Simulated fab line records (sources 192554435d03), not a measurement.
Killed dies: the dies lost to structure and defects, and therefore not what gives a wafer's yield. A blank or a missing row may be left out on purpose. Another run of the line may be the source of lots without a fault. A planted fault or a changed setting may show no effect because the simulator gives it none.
Chamber matching || flow n5-finfet || N5_MOL_CONTACT_COAG_ALD_131 on ald-sin-02 has 4 sister chambers
The step deposits SiO2, target thk 5 nm, pulse time 1 s, co reactant pulse time 1 s. 4 wafers are shown with their chamber, then 7 later ones without.

WAFERS, EACH WITH ITS CHAMBER
{"wafer": "L087.2", "chamber": 2, "heater-power-w (W)": 86}
{"wafer": "L088.5", "chamber": 1, "heater-power-w (W)": 68}
{"wafer": "L090.1", "chamber": 3, "heater-power-w (W)": 89}
{"wafer": "L090.4", "chamber": 0, "heater-power-w (W)": 76}

WAFERS WITHOUT THEIR CHAMBER
{"wafer": "L090.5", "heater-power-w (W)": 87}
{"wafer": "L093.1", "heater-power-w (W)": 88}
{"wafer": "L093.3", "heater-power-w (W)": 77}
{"wafer": "L093.4", "heater-power-w (W)": 87}
{"wafer": "L094.1", "heater-power-w (W)": 87}
{"wafer": "L094.4", "heater-power-w (W)": 85}
{"wafer": "L094.6", "heater-power-w (W)": 77}

EACH ONE'S CHAMBER
{"wafer": "L090.5", "from the rows above": "can't be placed: 2 or 3", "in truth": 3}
{"wafer": "L093.1", "from the rows above": "can't be placed: 3 or 2", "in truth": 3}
{"wafer": "L093.3", "from the rows above": 0, "in truth": 0}
{"wafer": "L093.4", "from the rows above": "can't be placed: 2 or 3", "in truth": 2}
{"wafer": "L094.1", "from the rows above": "can't be placed: 2 or 3", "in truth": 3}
{"wafer": "L094.4", "from the rows above": 2, "in truth": 2}
{"wafer": "L094.6", "from the rows above": 0, "in truth": 0}
Correctly placed: 3 of 7. Unplaceable from these rows: 4, with the true chamber sitting among the candidates in 4. 0 placed wrongly.
How it was worked out, from the rows above alone: a wafer's distance from a chamber is the root of the sum, over the readings, of the square of ((its reading less the chamber's mean) divided by the reading's scatter). If the next closest chamber is less than 2 further off than the closest, the wafer can't be placed; otherwise it belongs to the closest. For every chamber, the mean is computed from those of its wafers that are shown. The scatter (one wafer shown for each chamber): square how far every hidden wafer sits from the nearest shown wafer, average those squares and take the square root.
